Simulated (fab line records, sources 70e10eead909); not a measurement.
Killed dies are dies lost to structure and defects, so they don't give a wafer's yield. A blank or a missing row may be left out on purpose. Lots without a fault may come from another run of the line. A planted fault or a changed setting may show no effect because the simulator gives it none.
Chamber matching | flow nand_harc | NHARC_P_GATE_DESCUM_48 on rie_diel-09: 4 sister chambers
The step chemistry O2, time 3 s. 8 wafers are shown with their chamber, then 7 later ones without.

WAFERS WITH THEIR CHAMBER
wafer  | chamber | rf_vpp_V (V) | oes_product_au (a.u.)
L725.5 | 2       | 58.9         | 0.998
L728.3 | 2       | 58.9         | 1.000
L729.5 | 3       | 59.5         | 0.999
L730.3 | 1       | 57.6         | 0.996
L730.5 | 0       | 57.0         | 1.004
L730.6 | 1       | 57.8         | 0.993
L733.1 | 3       | 59.2         | 1.015
L733.5 | 0       | 56.8         | 1.004

WAFERS WITHOUT THEIR CHAMBER
wafer  | rf_vpp_V (V) | oes_product_au (a.u.)
L733.6 | 58.5         | 0.998
L736.2 | 58.9         | 1.001
L736.3 | 57.3         | 1.002
L736.6 | 58.2         | 1.000
L741.1 | 59.3         | 1.016
L741.4 | 58.4         | 0.999
L741.5 | 58.9         | 0.996

WHICH CHAMBER EACH WENT THROUGH
wafer  | from the rows above     | in truth
L733.6 | 2                       | 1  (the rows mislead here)
L736.2 | 2                       | 2
L736.3 | can't be placed: 0 or 1 | 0
L736.6 | can't be placed: 1 or 2 | 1
L741.1 | 3                       | 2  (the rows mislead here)
L741.4 | can't be placed: 2 or 1 | 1
L741.5 | 2                       | 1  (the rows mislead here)
Placed correctly: 1 of 7. Can't be placed from these rows: 3 (the true chamber is among the candidates in 3). Placed wrongly: 3.
How it was worked out, from the rows above alone: a wafer's distance from a chamber is the root of the sum, over the readings, of the square of ((its reading less the chamber's mean) divided by the reading's scatter). The wafer belongs to the nearest chamber; if the next one is less than 2 further off, it can't be placed. A chamber's mean is the mean of its shown wafers. The scatter: the root of (the sum of the squares of (reading less its chamber's mean) over the shown wafers, divided by (wafers less chambers)).
